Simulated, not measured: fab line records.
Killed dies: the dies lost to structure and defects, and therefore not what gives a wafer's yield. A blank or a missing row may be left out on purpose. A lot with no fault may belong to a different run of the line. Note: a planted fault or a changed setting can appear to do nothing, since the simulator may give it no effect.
Matching of chambers || flow n5 finfet || N5_HKMG_FIN_STRIP_34 on rie diel-01: 4 sister chambers
The step strips in CF4. 20 wafers are shown with their chamber, then 10 later ones without.

## EACH WAFER AND ITS CHAMBER
{"wafer": "L075.1", "chamber": 2, "drypump motor current A (A)": 5.3, "showerhead plenum p Torr (Torr)": 1.70, "throttle valve pct (%)": 13.85}
{"wafer": "L075.4", "chamber": 0, "drypump motor current A (A)": 5.7, "showerhead plenum p Torr (Torr)": 1.82, "throttle valve pct (%)": 13.39}
{"wafer": "L075.5", "chamber": 2, "drypump motor current A (A)": 5.3, "showerhead plenum p Torr (Torr)": 1.70, "throttle valve pct (%)": 13.86}
{"wafer": "L077.1", "chamber": 3, "drypump motor current A (A)": 6.3, "showerhead plenum p Torr (Torr)": 1.77, "throttle valve pct (%)": 13.42}
{"wafer": "L077.4", "chamber": 1, "drypump motor current A (A)": 5.1, "showerhead plenum p Torr (Torr)": 1.91, "throttle valve pct (%)": 13.37}
{"wafer": "L077.5", "chamber": 0, "drypump motor current A (A)": 5.7, "showerhead plenum p Torr (Torr)": 1.82, "throttle valve pct (%)": 13.42}
{"wafer": "L079.4", "chamber": 0, "drypump motor current A (A)": 5.7, "showerhead plenum p Torr (Torr)": 1.82, "throttle valve pct (%)": 13.40}
{"wafer": "L079.5", "chamber": 1, "drypump motor current A (A)": 5.1, "showerhead plenum p Torr (Torr)": 1.91, "throttle valve pct (%)": 13.39}
{"wafer": "L079.6", "chamber": 0, "drypump motor current A (A)": 5.7, "showerhead plenum p Torr (Torr)": 1.82, "throttle valve pct (%)": 13.42}
{"wafer": "L082.1", "chamber": 1, "drypump motor current A (A)": 5.1, "showerhead plenum p Torr (Torr)": 1.91, "throttle valve pct (%)": 13.41}
{"wafer": "L082.5", "chamber": 1, "drypump motor current A (A)": 5.1, "showerhead plenum p Torr (Torr)": 1.91, "throttle valve pct (%)": 13.40}
{"wafer": "L082.6", "chamber": 2, "drypump motor current A (A)": 5.3, "showerhead plenum p Torr (Torr)": 1.91, "throttle valve pct (%)": 13.32}
{"wafer": "L085.3", "chamber": 1, "drypump motor current A (A)": 5.1, "showerhead plenum p Torr (Torr)": 1.91, "throttle valve pct (%)": 13.43}
{"wafer": "L085.4", "chamber": 0, "drypump motor current A (A)": 5.8, "showerhead plenum p Torr (Torr)": 1.81, "throttle valve pct (%)": 13.44}
{"wafer": "L085.5", "chamber": 3, "drypump motor current A (A)": 6.3, "showerhead plenum p Torr (Torr)": 1.76, "throttle valve pct (%)": 13.46}
{"wafer": "L087.4", "chamber": 0, "drypump motor current A (A)": 5.7, "showerhead plenum p Torr (Torr)": 1.81, "throttle valve pct (%)": 13.45}
{"wafer": "L087.5", "chamber": 0, "drypump motor current A (A)": 5.8, "showerhead plenum p Torr (Torr)": 1.81, "throttle valve pct (%)": 13.45}
{"wafer": "L087.6", "chamber": 1, "drypump motor current A (A)": 5.1, "showerhead plenum p Torr (Torr)": 1.90, "throttle valve pct (%)": 13.42}
{"wafer": "L089.3", "chamber": 3, "drypump motor current A (A)": 6.3, "showerhead plenum p Torr (Torr)": 1.76, "throttle valve pct (%)": 13.47}
{"wafer": "L089.4", "chamber": 1, "drypump motor current A (A)": 5.1, "showerhead plenum p Torr (Torr)": 1.90, "throttle valve pct (%)": 13.42}

SIGNATURES (means of the wafers above)
{"reading": "drypump motor current A", "chamber 0": 5.729, "chamber 1": 5.100, "chamber 2": 5.300, "chamber 3": 6.300, "scatter within a chamber": 0.0299}
{"reading": "showerhead plenum p Torr", "chamber 0": 1.8157, "chamber 1": 1.9071, "chamber 2": 1.7700, "chamber 3": 1.7633, "scatter within a chamber": 0.0431}
{"reading": "throttle valve pct", "chamber 0": 13.4243, "chamber 1": 13.4057, "chamber 2": 13.6767, "chamber 3": 13.4500, "scatter within a chamber": 0.111}
Rule: a wafer lies at a distance from a chamber equal to the root of the sum of squares, over the readings, of (its reading less the chamber's mean, divided by the reading's scatter). If the next closest chamber is less than 2 further off than the closest, the wafer can't be placed; otherwise it belongs to the closest. How the scatter is found: for the shown wafers, subtract from each reading the mean of its chamber, square and add these, divide the total by (wafers less chambers), then take the root.

## WAFERS WHOSE CHAMBER IS MISSING
{"wafer": "L089.6", "drypump motor current A (A)": 5.3, "showerhead plenum p Torr (Torr)": 1.90, "throttle valve pct (%)": 13.31}
{"wafer": "L091.2", "drypump motor current A (A)": 5.3, "showerhead plenum p Torr (Torr)": 1.90, "throttle valve pct (%)": 13.34}
{"wafer": "L091.3", "drypump motor current A (A)": 6.3, "showerhead plenum p Torr (Torr)": 1.76, "throttle valve pct (%)": 13.49}
{"wafer": "L091.4", "drypump motor current A (A)": 5.1, "showerhead plenum p Torr (Torr)": 1.90, "throttle valve pct (%)": 13.46}
{"wafer": "L094.2", "drypump motor current A (A)": 6.3, "showerhead plenum p Torr (Torr)": 1.76, "throttle valve pct (%)": 13.51}
{"wafer": "L094.4", "drypump motor current A (A)": 5.7, "showerhead plenum p Torr (Torr)": 1.81, "throttle valve pct (%)": 13.48}
{"wafer": "L094.5", "drypump motor current A (A)": 5.1, "showerhead plenum p Torr (Torr)": 1.90, "throttle valve pct (%)": 13.45}
{"wafer": "L097.1", "drypump motor current A (A)": 5.8, "showerhead plenum p Torr (Torr)": 1.80, "throttle valve pct (%)": 13.50}
{"wafer": "L097.2", "drypump motor current A (A)": 5.1, "showerhead plenum p Torr (Torr)": 1.90, "throttle valve pct (%)": 13.48}
{"wafer": "L097.5", "drypump motor current A (A)": 5.8, "showerhead plenum p Torr (Torr)": 1.80, "throttle valve pct (%)": 13.50}

## THE CHAMBER EACH PASSED THROUGH
{"wafer": "L089.6", "from the rows above": 2, "in truth": 2}
{"wafer": "L091.2", "from the rows above": 2, "in truth": 2}
{"wafer": "L091.3", "from the rows above": 3, "in truth": 3}
{"wafer": "L091.4", "from the rows above": 1, "in truth": 1}
{"wafer": "L094.2", "from the rows above": 3, "in truth": 3}
{"wafer": "L094.4", "from the rows above": 0, "in truth": 0}
{"wafer": "L094.5", "from the rows above": 1, "in truth": 1}
{"wafer": "L097.1", "from the rows above": 0, "in truth": 0}
{"wafer": "L097.2", "from the rows above": 1, "in truth": 1}
{"wafer": "L097.5", "from the rows above": 0, "in truth": 0}
Correctly placed: 10 of 10. Left unplaced by these rows: 0. Number placed wrongly: 0.
